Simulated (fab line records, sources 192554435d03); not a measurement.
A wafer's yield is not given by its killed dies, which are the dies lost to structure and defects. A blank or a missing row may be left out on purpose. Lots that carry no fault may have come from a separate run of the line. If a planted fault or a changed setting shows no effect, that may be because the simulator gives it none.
fab line records	flow n5-finfet	part 1 of 2: steps 1 to 4 of 6
record: lots: 21	wafers: 63	last-day: 17
route steps=1938 shown HKMG_FIN@439 GATE_CUT@475
lots untouched by any fault: they come from a run of this same line in which no faults occurred
start-h: start of the lot's first displayed wafer, in hours after the record's first day	wait-h: hours since the lot's step before	" unchanged from the row above	L1.1+2: several wafers, shown together as one row	- no value present, or no start provided	* or withheld: withheld	< > ~ a bound
route shown NAME@n: names a module that has steps shown in the file, with the first one's number in the route	usual: mean and standard deviation over wafers with no fault	same: alike in all rows	chamber/n: place in a boat	sites: the reading at each site	_std_site: the standard deviation of these	_edge_site: inner sites' mean taken away from outer sites' mean	radius-mm: how far each site lies from the wafer's centre	mask NAME#n: copy n	behind: tool/chamber where the wafer was last shaped	hold: what put the lot on hold/how long, in hours/how the hold closed	device: the n, p or np transistor that did not switch	end of line: the same wafers' tests at the end of the route	for a step that has no rows: nothing shown but its recipe	killed: the dies lost at the first sort to structure and to defects; this is not the yield of the wafer	map: the dies of a wafer, with x for killed, . for not killed, _ for no die there
set.NAME: the setting that was run; set.NAME@STEP: the one run at that earlier step	model.NAME: the simulator's own value behind a step, which no gauge read
steps of the route over a sample of lots; a table a step, a row a wafer
services: when a tool's chamber went out of use (start-h, in hours from the record's first day, below 0 if earlier), for how many hours, and the reason
== steps ==
step: N5_HKMG_FIN_STRIP_92
recipe: chemistry: N2/H2	material: SOC	time-s: 20	power-w: 500	temp-c: 40	pressure-mtorr: 50	rf-frequency-hz: 6e+07	bias-power-w: 8	h2-frac: 0.5	n2-flow-sccm: 300	h2-flow-sccm: 300
usual: drypump-motor-current-A: 5.7/0.44	oes-product-au: 0.81/0.085	power-w: 499.9/1.4	rf-vpp-V: 54.1/0.83	showerhead-plenum-p-Torr: 3.36/0.1	throttle-valve-pct: 19.0/0.43
lot.wafer	tool	chamber	start-h	wait-h	drypump-motor-current-A	oes-product-au	power-w	rf-hours-counter-h	rf-vpp-V	showerhead-plenum-p-Torr	throttle-valve-pct
L074.2	rie-diel-01	2	75.12	0.1	5.8	0.73	501.0	186	53.7	3.36	19.8
L074.4	"	0	"	"	5.1	0.89	499.7	-	55.5	3.29	18.4
L074.5	"	2	"	"	5.8	0.73	500.6	-	54.9	3.36	19.8
L075.1	rie-diel-03	2	84.80	0.1	5.9	0.97	497.0	3	54.3	3.29	18.7
L075.3	"	0	"	"	5.5	0.70	499.4	220	53.8	3.19	19.2
L075.6	"	2	"	"	5.9	0.96	499.4	-	53.4	3.29	18.7
L076.1	rie-diel-05	0	89.42	0.1	5.5	0.84	502.8	38	54.8	3.54	18.3
L076.2	"	1	"	"	5.5	0.76	500.1	164	54.3	3.34	19.3
L076.3	"	2	"	"	6.2	0.71	497.6	192	55.8	3.49	19.3
L077.2	rie-diel-01	0	96.16	0.1	5.1	0.89	503.0	36	54.3	3.29	18.4
L077.3	"	3	"	"	5.2	0.89	498.5	19	54.2	3.29	18.7
L077.6	"	0	"	"	5.1	0.88	503.5	-	53.0	3.29	18.4
L078.2	rie-diel-05	2	101.75	0.1	6.2	0.71	499.7	196	55.2	3.49	19.3
L078.3	"	0	"	"	5.6	0.84	500.5	43	54.5	3.54	18.3
L078.5	"	2	"	"	6.2	0.70	500.5	-	54.0	3.49	19.3
L080.2	rie-diel-05	2	110.52	0.1	6.2	0.71	500.3	198	54.2	3.49	19.3
L080.3	"	3	"	"	5.6	0.76	498.3	166	54.0	3.35	19.2
L080.6	"	2	"	"	6.2	0.69	500.0	-	54.2	3.49	19.3
L081.2	rie-diel-01	3	117.97	0.1	5.2	0.89	501.1	29	54.0	3.29	18.7
L081.3	"	1	"	"	5.6	0.99	501.6	9	54.5	3.43	19.0
L081.4	"	0	"	"	5.1	0.86	500.1	47	53.0	3.28	18.5
L082.1	rie-diel-05	1	124.14	0.1	5.5	0.75	500.2	176	53.8	3.33	19.3
L082.2	"	2	"	"	6.2	0.70	502.5	203	56.2	3.48	19.3
L082.4	"	2	"	"	6.2	0.70	501.9	-	55.2	3.48	19.3
L083.1	rie-diel-01	3	130.94	0.1	5.2	0.87	499.7	34	53.4	3.28	18.7
L083.3	"	1	"	"	5.6	0.97	499.0	14	54.3	3.43	19.0
L083.6	"	2	"	"	5.8	0.71	498.4	-	53.7	3.35	19.9
L084.1	rie-diel-01	2	140.39	0.1	5.8	0.71	501.2	213	54.7	3.35	19.9
L084.5	"	2	"	"	5.8	0.70	501.4	-	54.1	3.35	19.8
L084.6	"	1	"	"	5.6	0.95	503.4	-	54.6	3.43	19.1
L085.4	rie-diel-05	1	144.72	0.1	5.5	0.74	500.0	185	53.5	3.33	19.3
L085.5	"	3	"	"	5.6	0.74	499.4	-	54.6	3.35	19.2
L085.6	"	2	"	"	6.2	0.69	499.1	-	52.5	3.48	19.3
L087.2	rie-diel-03	2	156.33	0.1	6.0	0.89	498.6	24	53.7	3.28	18.8
L087.5	"	0	"	"	5.5	0.68	500.5	-	54.3	3.18	19.3
L087.6	"	1	"	"	6.8	0.94	499.9	-	54.0	3.28	18.7
L088.1	rie-diel-05	3	159.18	0.1	5.6	0.73	500.0	186	54.4	3.34	19.2
L088.2	"	2	"	"	6.2	0.68	498.8	219	53.4	3.48	19.4
L088.6	"	1	"	"	5.5	0.74	498.5	-	55.9	3.33	19.3
L089.1	rie-diel-03	2	165.89	0.1	5.9	0.89	499.3	27	54.5	3.28	18.8
L089.3	"	0	"	"	5.5	0.67	499.6	243	54.0	3.18	19.3
L089.5	"	0	"	"	5.5	0.67	500.4	-	54.9	3.18	19.2
L090.3	rie-diel-03	1	173.88	0.1	6.7	0.93	498.2	22	54.2	3.28	18.7
L090.4	"	1	"	"	6.7	0.93	497.5	-	54.1	3.28	18.7
L090.6	"	3	"	"	5.6	0.83	498.9	-	54.7	3.54	19.3
L091.1	rie-diel-03	2	180.34	0.1	6.0	0.87	500.3	33	52.9	3.28	18.8
L091.3	"	1	"	"	6.7	0.91	500.6	25	54.5	3.28	18.7
L091.5	"	0	"	"	5.5	0.68	500.3	-	54.8	3.18	19.3
L093.1	rie-diel-01	3	190.16	0.1	5.2	0.83	502.0	54	53.9	3.27	18.8
L093.3	"	0	"	"	5.1	0.82	499.8	76	54.3	3.26	18.5
L093.4	"	1	"	"	5.6	0.91	499.2	38	55.0	3.42	19.1
L094.1	rie-diel-03	2	200.53	0.1	5.9	0.86	497.7	42	55.1	3.27	18.8
L094.5	"	2	"	"	5.9	0.86	496.5	-	54.6	3.27	18.8
L094.6	"	1	"	"	6.8	0.90	502.6	-	52.0	3.27	18.8
L095.2	rie-diel-01	0	203.01	0.1	5.1	0.82	499.0	80	51.9	3.26	18.5
L095.3	"	3	"	"	5.2	0.83	500.4	59	54.0	3.27	18.8
L095.5	"	0	"	"	5.1	0.81	499.1	-	53.5	3.26	18.5
L096.1	rie-diel-05	0	206.90	0.1	5.5	0.80	498.6	76	54.8	3.52	18.3
L096.2	"	1	"	"	5.5	0.74	499.5	207	53.4	3.32	19.4
L096.5	"	3	"	"	5.6	0.74	500.6	-	54.1	3.33	19.2
L097.2	rie-diel-03	1	215.42	0.1	6.8	0.89	500.2	41	53.4	3.27	18.8
L097.3	"	3	"	"	5.6	0.80	501.1	112	55.0	3.53	19.3
L097.6	"	2	"	"	6.0	0.85	501.7	-	54.2	3.27	18.8
step: N5_HKMG_FIN_STRIP_90
recipe: chemistry: N2/H2	material: SOC	time-s: 20	power-w: 500	temp-c: 40	pressure-mtorr: 50	rf-frequency-hz: 6e+07	bias-power-w: 8	h2-frac: 0.5	n2-flow-sccm: 300	h2-flow-sccm: 300
usual: drypump-motor-current-A: 5.7/0.45	oes-product-au: 0.80/0.088	power-w: 500.0/1.6	rf-vpp-V: 54.1/0.92	showerhead-plenum-p-Torr: 3.36/0.11	throttle-valve-pct: 19.0/0.43
lot.wafer	tool	chamber	start-h	wait-h	drypump-motor-current-A	oes-product-au	power-w	rf-hours-counter-h	rf-vpp-V	showerhead-plenum-p-Torr	throttle-valve-pct
L074.2	rie-diel-03	0	77.17	0.0	5.5	0.70	500.6	216	54.0	3.19	19.2
L074.4	"	1	"	"	6.7	0.69	498.2	-	53.4	3.29	19.1
L074.5	"	0	"	"	5.5	0.69	500.0	-	53.2	3.19	19.2
L075.1	rie-diel-01	3	86.81	0.0	5.2	0.90	498.4	16	54.1	3.29	18.7
L075.3	"	0	"	"	5.1	0.89	498.8	33	52.2	3.29	18.4
L075.6	"	3	"	"	5.2	0.91	500.4	-	53.3	3.29	18.7
L076.1	rie-diel-05	0	91.51	0.0	5.6	0.84	499.9	39	53.1	3.54	18.3
L076.2	"	2	"	"	6.2	0.71	500.2	193	54.3	3.49	19.3
L076.3	"	1	"	"	5.5	0.76	497.8	164	55.3	3.34	19.3
L077.2	rie-diel-01	3	98.35	0.0	5.2	0.90	503.5	21	53.3	3.29	18.7
L077.3	"	0	"	"	5.1	0.88	501.3	37	54.0	3.28	18.4
L077.6	"	0	"	"	5.1	0.87	499.6	-	52.3	3.28	18.4
L078.2	rie-diel-01	0	103.75	0.0	5.1	0.88	500.2	40	54.6	3.28	18.4
L078.3	"	3	"	"	5.2	0.89	497.2	23	53.0	3.29	18.7
L078.5	"	3	"	"	5.2	0.88	501.6	-	53.2	3.29	18.7
L080.2	rie-diel-01	0	112.65	0.0	5.1	0.86	500.3	45	52.7	3.28	18.5
L080.3	"	3	"	"	5.2	0.88	500.1	28	55.2	3.29	18.7
L080.6	"	0	"	"	5.1	0.85	498.4	-	54.1	3.28	18.4
L081.2	rie-diel-03	2	120.00	0.0	5.9	0.90	497.5	16	54.4	3.29	18.7
L081.3	"	3	"	"	5.7	0.83	498.8	78	55.0	3.55	19.3
L081.4	"	0	"	"	5.5	0.68	502.5	232	55.9	3.18	19.3
L082.1	rie-diel-03	3	126.18	0.0	5.7	0.84	500.9	81	55.1	3.55	19.3
L082.2	"	0	"	"	5.6	0.68	500.8	235	52.7	3.18	19.2
L082.4	"	1	"	"	6.8	0.96	497.7	11	54.3	3.29	18.7
L083.1	rie-diel-05	0	133.05	0.0	5.6	0.82	500.4	49	53.2	3.54	18.3
L083.3	"	1	"	"	5.5	0.74	500.5	181	54.5	3.33	19.3
L083.6	"	0	"	"	5.5	0.82	501.0	-	54.7	3.54	18.3
L084.1	rie-diel-01	2	142.44	0.0	5.8	0.70	501.7	215	53.8	3.35	19.9
L084.5	"	0	"	"	5.1	0.84	500.8	-	54.9	3.27	18.5
L084.6	"	2	"	"	5.8	0.70	499.6	-	54.6	3.35	19.9
L085.4	rie-diel-03	0	146.83	0.0	5.6	0.68	498.2	237	54.2	3.18	19.2
L085.5	"	3	"	"	5.7	0.85	500.3	-	52.8	3.55	19.3
L085.6	"	2	"	"	5.9	0.89	500.6	-	53.0	3.28	18.8
L087.2	rie-diel-01	1	158.34	0.0	5.6	0.93	498.4	27	55.0	3.42	19.1
L087.5	"	0	"	"	5.1	0.83	500.6	-	54.2	3.27	18.5
L087.6	"	1	"	"	5.6	0.92	499.7	-	54.4	3.42	19.1
L088.1	rie-diel-05	1	161.17	0.0	5.5	0.74	502.9	192	54.0	3.33	19.3
L088.2	"	3	"	"	5.6	0.74	501.4	187	54.1	3.34	19.2
L088.6	"	3	"	"	5.6	0.73	500.5	-	54.7	3.34	19.2
L089.1	rie-diel-01	3	167.92	0.0	5.2	0.86	499.0	46	55.0	3.28	18.7
L089.3	"	1	"	"	5.6	0.93	499.3	30	54.6	3.42	19.1
L089.5	"	3	"	"	5.2	0.85	497.9	-	54.5	3.28	18.8
L090.3	rie-diel-03	1	176.07	0.0	6.8	0.92	499.5	23	56.0	3.28	18.7
L090.4	"	2	"	"	5.9	0.88	500.2	31	52.0	3.28	18.8
L090.6	"	3	"	"	5.6	0.82	499.2	-	54.1	3.54	19.3
L091.1	rie-diel-03	0	182.39	0.0	5.5	0.68	502.5	247	53.8	3.17	19.3
L091.3	"	2	"	"	6.0	0.88	503.0	34	54.4	3.28	18.8
L091.5	"	2	"	"	5.9	0.87	501.6	-	53.2	3.28	18.8
L093.1	rie-diel-03	3	192.23	0.0	5.7	0.82	503.1	101	55.5	3.53	19.3
L093.3	"	2	"	"	5.9	0.87	499.1	38	53.8	3.27	18.8
L093.4	"	3	"	"	5.7	0.82	501.5	-	54.3	3.53	19.3
L094.1	rie-diel-05	1	202.76	0.0	5.5	0.72	500.1	205	54.3	3.32	19.3
L094.5	"	1	"	"	5.5	0.73	501.8	-	53.0	3.32	19.4
L094.6	"	2	"	"	6.2	0.67	501.2	-	52.2	3.47	19.4
L095.2	rie-diel-05	2	205.05	0.0	6.2	0.68	499.3	234	53.7	3.47	19.4
L095.3	"	0	"	"	5.5	0.81	500.6	75	53.5	3.52	18.3
L095.5	"	2	"	"	6.2	0.68	497.9	-	53.6	3.47	19.4
L096.1	rie-diel-03	2	209.12	0.0	5.9	0.85	499.3	47	53.1	3.27	18.8
L096.2	"	3	"	"	5.6	0.81	500.0	110	55.2	3.53	19.3
L096.5	"	1	"	"	6.8	0.89	500.7	-	53.6	3.27	18.8
L097.2	rie-diel-05	1	217.52	0.0	5.5	0.73	501.2	210	55.0	3.32	19.3
L097.3	"	0	"	"	5.5	0.79	500.2	79	53.5	3.52	18.4
L097.6	"	2	"	"	6.2	0.67	503.3	-	54.2	3.46	19.4
step: N5_HKMG_FIN_STRIP_69
recipe: chemistry: N2/H2	power-w: 2500	temp-c: 300	h2-frac: 0.65	time-s: 360	pressure-mtorr: withheld	n2-flow-sccm: 1750	h2-flow-sccm: 3250
usual: drypump-motor-current-A: 5.6/0.3	heater-power-w: 525/30
lot.wafer	tool	chamber	start-h	wait-h	drypump-motor-current-A	heater-power-w	rf-hours-counter-h
L074.2	plasma-asher-01	1	77.47	0.1	5.1	561	38
L074.4	"	0	"	"	5.7	518	-
L074.5	"	1	"	"	5.1	561	-
L075.1	plasma-asher-02	1	87.11	0.1	5.7	485	94
L075.3	"	0	"	"	5.9	547	-
L075.6	"	0	"	"	5.9	529	-
L076.1	plasma-asher-01	1	91.80	0.1	5.1	575	40
L076.2	"	0	"	"	5.7	513	40
L076.3	"	1	"	"	5.1	563	-
L077.2	plasma-asher-01	0	98.65	0.1	5.7	519	41
L077.3	"	1	"	"	5.1	563	-
L077.6	"	0	"	"	5.7	508	-
L078.2	plasma-asher-02	1	104.05	0.1	5.7	486	97
L078.3	"	0	"	"	5.9	540	-
L078.5	"	0	"	"	5.9	551	-
L080.2	plasma-asher-02	0	112.96	0.1	5.9	534	100
L080.3	"	1	"	"	5.7	488	-
L080.6	"	0	"	"	5.9	539	-
L081.2	plasma-asher-01	1	120.30	0.1	5.1	573	46
L081.3	"	0	"	"	5.7	515	-
L081.4	"	1	"	"	5.1	565	-
L082.1	plasma-asher-01	1	126.48	0.1	5.1	579	47
L082.2	"	0	"	"	5.7	507	47
L082.4	"	1	"	"	5.1	558	-
L083.1	plasma-asher-02	0	133.35	0.1	5.9	535	103
L083.3	"	1	"	"	5.7	484	-
L083.6	"	0	"	"	5.9	535	-
L084.1	plasma-asher-02	0	142.74	0.1	5.8	529	105
L084.5	"	1	"	"	5.7	487	-
L084.6	"	0	"	"	5.9	526	-
L085.4	plasma-asher-01	0	147.25	0.2	5.6	504	-
L085.5	"	1	"	"	5.1	565	-
L085.6	"	0	"	"	5.7	495	-
L087.2	plasma-asher-01	0	158.64	0.1	5.6	510	53
L087.5	"	1	"	"	5.1	566	-
L087.6	"	0	"	"	5.7	501	-
L088.1	plasma-asher-01	1	161.47	0.1	5.1	564	54
L088.2	"	0	"	"	5.7	511	54
L088.6	"	0	"	"	5.7	504	-
L089.1	plasma-asher-01	0	168.22	0.1	5.7	501	55
L089.3	"	1	"	"	5.1	558	-
L089.5	"	1	"	"	5.1	560	-
L090.3	plasma-asher-01	1	176.50	0.2	5.1	571	-
L090.4	"	0	"	"	5.7	501	-
L090.6	"	0	"	"	5.7	515	-
L091.1	plasma-asher-02	0	182.69	0.1	5.9	529	112
L091.3	"	1	"	"	5.7	484	-
L091.5	"	0	"	"	5.9	535	-
L093.1	plasma-asher-02	1	192.53	0.1	5.7	482	114
L093.3	"	0	"	"	5.9	535	-
L093.4	"	1	"	"	5.7	493	-
L094.1	plasma-asher-02	0	203.07	0.1	5.9	529	116
L094.5	"	0	"	"	5.9	534	-
L094.6	"	1	"	"	5.7	481	-
L095.2	plasma-asher-01	1	205.36	0.1	5.1	566	63
L095.3	"	0	"	"	5.6	507	-
L095.5	"	0	"	"	5.7	510	-
L096.1	plasma-asher-01	1	209.44	0.1	5.1	563	64
L096.2	"	0	"	"	5.7	507	64
L096.5	"	1	"	"	5.1	560	-
L097.2	plasma-asher-02	1	217.82	0.1	5.7	490	120
L097.3	"	0	"	"	5.9	527	-
L097.6	"	0	"	"	5.9	535	-
step: N5_GATE_CUT_CMP_02
recipe: stop-on: SiO2	t-overpolish-s: 12.7	post-cmp-clean: alkaline-brush	down-force-psi: 2.5	platen-rpm: 51.8	pad-velocity-m-s: 1.0307	target-thk-nm: 0
usual: motor-current-A: 8.8/0.96	overpolish-run-s: 12.701/0.0093	time-to-endpoint-s: 27/3.1
lot.wafer	tool	chamber	start-h	wait-h	motor-current-A	overpolish-run-s	time-to-endpoint-s
L074.4	cmp-04	2	82.05	0.0	7.8	12.699	28
L074.2	"	0	"	"	8.0	12.703	29
L074.5	"	2	"	"	7.6	12.703	28
L075.3	cmp-01	2	93.41	0.1	10.7	12.699	25
L075.1	"	0	"	"	8.4	12.694	28
L075.6	"	2	"	"	11.4	12.705	24
L076.3	cmp-02	2	96.99	0.1	8.0	12.702	23
L076.1	"	0	"	"	8.6	12.702	23
L076.2	"	1	"	"	9.8	12.713	26
L077.2	cmp-04	1	103.19	0.1	9.1	12.684	32
L077.3	"	0	"	"	8.3	12.703	31
L077.6	"	2	"	"	7.4	12.698	32
L078.2	cmp-04	1	108.70	0.1	8.6	12.696	31
L078.3	"	2	"	"	7.8	12.698	29
L078.5	"	1	"	"	8.8	12.713	33
L080.2	cmp-04	2	117.94	0.1	7.7	12.712	28
L080.3	"	1	"	"	8.7	12.705	32
L080.6	"	2	"	"	8.1	12.685	29
L081.4	cmp-02	2	124.89	0.0	8.4	12.701	26
L081.3	"	3	"	"	9.1	12.683	27
L081.2	"	1	"	"	9.8	12.692	28
L082.1	cmp-04	1	131.02	0.1	8.9	12.721	28
L082.2	"	3	"	"	9.4	12.709	26
L082.4	"	0	"	"	7.9	12.702	27
L083.3	cmp-02	2	138.14	0.1	8.2	12.712	23
L083.1	"	1	"	"	10.1	12.691	28
L083.6	"	3	"	"	9.5	12.693	26
L084.1	cmp-02	0	147.32	0.1	8.6	12.696	28
L084.5	"	3	"	"	9.3	12.689	26
L084.6	"	0	"	"	9.0	12.702	27
L085.4	cmp-04	1	151.67	0.0	9.1	12.700	29
L085.5	"	1	"	"	8.8	12.716	30
L085.6	"	2	"	"	7.4	12.707	27
L087.2	cmp-01	3	163.19	0.1	7.2	12.698	27
L087.5	"	3	"	"	7.6	12.695	32
L087.6	"	0	"	"	8.3	12.706	31
L088.1	cmp-02	1	166.01	0.1	9.9	12.706	27
L088.2	"	0	"	"	8.9	12.712	24
L088.6	"	2	"	"	8.7	12.704	19
L089.3	cmp-02	2	172.79	0.1	8.4	12.691	20
L089.1	"	0	"	"	8.9	12.711	22
L089.5	"	2	"	"	8.3	12.703	21
L090.3	cmp-01	1	182.10	0.1	9.6	12.705	35
L090.4	"	2	"	"	11.7	12.693	29
L090.6	"	3	"	"	7.2	12.697	32
L091.3	cmp-04	2	187.69	0.1	7.9	12.696	27
L091.1	"	1	"	"	9.1	12.700	33
L091.5	"	2	"	"	8.0	12.684	30
L093.4	cmp-01	1	197.36	0.1	9.2	12.700	31
L093.3	"	2	"	"	11.4	12.715	26
L093.1	"	3	"	"	7.3	12.680	26
L094.1	cmp-02	1	207.61	0.1	9.7	12.694	27
L094.6	"	1	"	"	9.9	12.702	27
L094.5	"	2	"	"	8.3	12.702	25
L095.2	cmp-01	0	210.56	0.1	8.2	12.700	25
L095.3	"	2	"	"	11.4	12.703	22
L095.5	"	0	"	"	8.2	12.679	26
L096.1	cmp-04	1	214.25	0.1	8.7	12.684	29
L096.2	"	0	"	"	8.4	12.707	25
L096.5	"	2	"	"	7.7	12.703	26
L097.2	cmp-02	1	222.36	0.1	9.9	12.699	28
L097.3	"	3	"	"	9.5	12.705	25
L097.6	"	1	"	"	10.3	12.692	30
